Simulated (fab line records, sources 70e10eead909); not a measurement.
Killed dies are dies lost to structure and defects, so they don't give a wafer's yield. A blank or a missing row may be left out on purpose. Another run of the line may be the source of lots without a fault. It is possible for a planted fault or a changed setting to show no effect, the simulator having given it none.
Which tool did it? | flow nand-harc | Sampling: 12 lots, 36 wafers, 7 of 1159 route steps

WHAT EACH GAUGE READ, for each wafer
NHARC_A_M0_INSPECT_27.
lot  | measured     | on                | raw-defect-count
L151 | day 18 05:13 | defect-inspect-01 | 481 393 374
L155 | day 19 04:05 | defect-inspect-02 | 615 763 380
L158 | day 20 02:55 | defect-inspect-01 | 452 339 347
L161 | day 20 09:47 | defect-inspect-02 | 358 237 266
L162 | day 21 15:40 | defect-inspect-01 | 426 380 396
L166 | day 21 17:12 | defect-inspect-02 | 522 568 707
L165 | day 21 21:59 | defect-inspect-02 | 276 261 285
L163 | day 21 22:22 | defect-inspect-02 | 314 867 394
L170 | day 22 07:42 | defect-inspect-02 | 377 369 373
L169 | day 22 08:34 | defect-inspect-02 | 352 297 313
L172 | day 23 01:11 | defect-inspect-01 | 547 590 652
L171 | day 23 10:18 | defect-inspect-02 | 425 437 484

NHARC_A_M1_CD_MEAS_09: the cd target is 120 nm.
lot  | measured     | on        | cd-nm (nm)
L151 | day 18 06:38 | cd-sem-01 | 120.3 119.7 120.2
L155 | day 19 05:31 | cd-sem-03 | 42.0 41.3 41.7
L158 | day 20 04:10 | cd-sem-02 | 41.6 41.3 41.2
L161 | day 20 11:12 | cd-sem-02 | 121.0 120.5 120.9
L162 | day 21 16:56 | cd-sem-01 | 120.9 121.0 121.0
L166 | day 21 18:27 | cd-sem-01 | 119.9 119.3 120.0
L165 | day 21 23:24 | cd-sem-03 | 120.2 119.9 119.8
L163 | day 21 23:44 | cd-sem-02 | 120.5 120.2 120.1
L170 | day 22 09:30 | cd-sem-01 | 119.9 119.6 119.7
L169 | day 22 10:15 | cd-sem-02 | 119.5 118.4 119.4
L172 | day 23 03:48 | cd-sem-03 | 120.2 120.4 119.5
L171 | day 23 11:33 | cd-sem-03 | 120.5 120.3 120.6

NHARC_A_M1_INSPECT_11.
lot  | measured     | on                | raw-defect-count
L151 | day 18 06:46 | defect-inspect-02 | 39 35 55
L155 | day 19 05:38 | defect-inspect-02 | 19 14 14
L158 | day 20 04:17 | defect-inspect-01 | 38 42 38
L161 | day 20 11:20 | defect-inspect-02 | 19 17 15
L162 | day 21 17:04 | defect-inspect-02 | 47 33 39
L166 | day 21 18:35 | defect-inspect-02 | 43 44 43
L165 | day 21 23:31 | defect-inspect-01 | 43 26 36
L163 | day 21 23:52 | defect-inspect-02 | 34 35 32
L170 | day 22 09:37 | defect-inspect-01 | 55 76 61
L169 | day 22 10:23 | defect-inspect-02 | 37 47 24
L172 | day 23 03:55 | defect-inspect-02 | 27 21 14
L171 | day 23 11:40 | defect-inspect-01 | 43 42 50

NHARC_A_M1_CD_MEAS_16.
lot  | measured     | on        | cd-nm (nm)
L151 | day 18 07:08 | cd-sem-02 | 120.2 120.7 120.4
L155 | day 19 06:00 | cd-sem-01 | 41.4 40.9 41.0
L158 | day 20 04:42 | cd-sem-03 | 41.2 41.5 41.1
L161 | day 20 11:42 | cd-sem-02 | 120.1 119.9 120.4
L162 | day 21 17:32 | cd-sem-01 | 120.9 120.3 120.1
L166 | day 21 18:59 | cd-sem-01 | 119.3 119.3 119.8
L165 | day 21 23:53 | cd-sem-02 | 120.0 119.5 118.9
L163 | day 22 00:14 | cd-sem-01 | 120.9 119.4 119.0
L170 | day 22 09:59 | cd-sem-03 | 119.6 119.2 120.0
L169 | day 22 10:44 | cd-sem-02 | 119.5 119.1 118.4
L172 | day 23 04:17 | cd-sem-01 | 120.4 121.3 119.4
L171 | day 23 12:02 | cd-sem-02 | 120.9 120.7 120.3

NHARC_END_SORT_01.
lot  | measured     | on        | defect-limited-yield (%) | killed-at-array | killed-at-other | killed-at-periphery | killed-dies | killed-open | killed-short | sort_bin_2_pct (%) | sort_bin_3_pct (%) | sort_bin_4_pct (%) | sort-n-pass | sort-rim-yield-pct (%) | sort-yield-pct (%)
L155 | day 20 17:20 | prober-02 | 0 0 0                    | 670 672 672     | 1 0 2           | 6 5 3               | 677 677 677 | 4 7 2       | 2 1 2        | 97.0 98.1 97.9     | 0.15 0 0.15        | 2.8 1.9 1.9        | 0 0 0       | 0 0 0                  | 0 0 0
L158 | day 21 23:18 | prober-01 | 0 0 0                    | 675 673 675     | 0 1 0           | 2 3 2               | 677 677 677 | 6 2 4       | 3 2 2        | 95.9 95.1 96.3     | 0.59 0.44 0.59     | 3.5 4.4 3.1        | 0 0 0       | 0 0 0                  | 0 0 0

WHAT TOOL EACH LOT RAN ON (gives the tool, then ch and the chambers of the sampled wafers, and finally the start)
lot  | NHARC_A_M0_PRE_CLEAN_29                 | NHARC_A_M1_PEB_07
L151 | pvd-sputter-03, day 18 05:13 or earlier | litho-track-04 ch 0, day 18 06:34
L155 | pvd-sputter-03, day 19 04:05 or earlier | litho-track-06 ch 0, day 19 05:26
L158 | pvd-sputter-01, day 20 02:55 or earlier | litho-track-06 ch 0, day 20 04:05
L161 | pvd-sputter-01, day 20 09:47 or earlier | litho-track-04 ch 0, day 20 11:07
L162 | pvd-sputter-01, day 21 15:40 or earlier | litho-track-01 ch 0, day 21 16:52
L166 | pvd-sputter-03, day 21 17:12 or earlier | litho-track-01 ch 0, day 21 18:22
L165 | pvd-sputter-02, day 21 21:59 or earlier | litho-track-01 ch 0, day 21 23:19
L163 | pvd-sputter-01, day 21 22:22 or earlier | litho-track-01 ch 0, day 21 23:40
L170 | pvd-sputter-02, day 22 07:42 or earlier | litho-track-06 ch 0, day 22 09:25
L169 | pvd-sputter-02, day 22 08:34 or earlier | litho-track-06 ch 0, day 22 10:10
L172 | pvd-sputter-01, day 23 01:11 or earlier | litho-track-01 ch 0, day 23 03:43
L171 | pvd-sputter-02, day 23 10:18 or earlier | litho-track-01 ch 0, day 23 11:28
- NHARC_A_M0_PRE_CLEAN_29: time 30 s.
- NHARC_A_M1_PEB_07: peb time 65 s.

AS READ BY THE TOOLS THEMSELVES (means over the sampled wafers that have a number; for cases with no such wafer, the mark the record gives instead)
NHARC_A_M0_PRE_CLEAN_29.
lot  | tool           | heater-power-w (W)
L151 | pvd-sputter-03 | 426
L155 | pvd-sputter-03 | 432
L158 | pvd-sputter-01 | 378
L161 | pvd-sputter-01 | 369
L162 | pvd-sputter-01 | 352
L166 | pvd-sputter-03 | 386
L165 | pvd-sputter-02 | 454
L163 | pvd-sputter-01 | 399
L170 | pvd-sputter-02 | 461
L169 | pvd-sputter-02 | 474
L172 | pvd-sputter-01 | 354
L171 | pvd-sputter-02 | 449

NHARC_A_M1_PEB_07.
lot  | tool           | exhaust-pa (Pa) | heater-power-total-W (W) | plate-temp-C (C)
L151 | litho-track-04 | 46.8            | 156.5                    | 100.16
L155 | litho-track-06 | 45.9            | 125.9                    | 85.41
L158 | litho-track-06 | 44.9            | 126.2                    | 85.77
L161 | litho-track-04 | 46.0            | 156.4                    | 100.00
L162 | litho-track-01 | 44.8            | 156.7                    | 99.96
L166 | litho-track-01 | 45.0            | 156.2                    | 99.97
L165 | litho-track-01 | 45.5            | 156.0                    | 100.14
L163 | litho-track-01 | 43.4            | 157.0                    | 100.22
L170 | litho-track-06 | 44.9            | 156.8                    | 99.91
L169 | litho-track-06 | 45.7            | 156.7                    | 99.88
L172 | litho-track-01 | 45.8            | 156.6                    | 99.97
L171 | litho-track-01 | 45.2            | 156.4                    | 100.02

THE ANSWER, worked out from the rows above alone
Rule: the usual values come from the lots themselves. The widest of any qualifying gaps counts: lots, ordered by their means at a reading, are off when they make up no more than a third of the lots, leave a main group of 4 or more, and stand apart from it by 3 or more times the standard deviation of that group's means. A main group whose means are all the same, to the digits that the tables above print for the reading, isn't used. Also off: a lot with no number at a reading for which 4 or more lots have one. The other lots that the step has rows for count as sound. The gauges are gone through in route order, then the tools' own readings, and for those a lot's mean is taken as printed above. The first step at which some lot is off is used, and at that step the reading that is off furthest; a lot without a number counts as furthest.
Off: L155, L158 (NHARC_A_M1_CD_MEAS_09, cd-nm). The main group: mean 120.1 nm, standard deviation 0.52.
If a tool, at a process step before that reading, ran all the lots that are off and no sound lot after the first of them, it fits. The gauges at NHARC_A_M1_CD_MEAS_09 aren't tried: what is off there is off at NHARC_A_M1_PEB_07 too, on other tools, and a gauge's error can't cause that. Because NHARC_A_M0_PRE_CLEAN_29 lacks a start for some lots, the hours and order of its lots are taken from NHARC_A_M0_INSPECT_27. None of those tried fits.

WHAT THE SIMULATOR HAD PUT IN
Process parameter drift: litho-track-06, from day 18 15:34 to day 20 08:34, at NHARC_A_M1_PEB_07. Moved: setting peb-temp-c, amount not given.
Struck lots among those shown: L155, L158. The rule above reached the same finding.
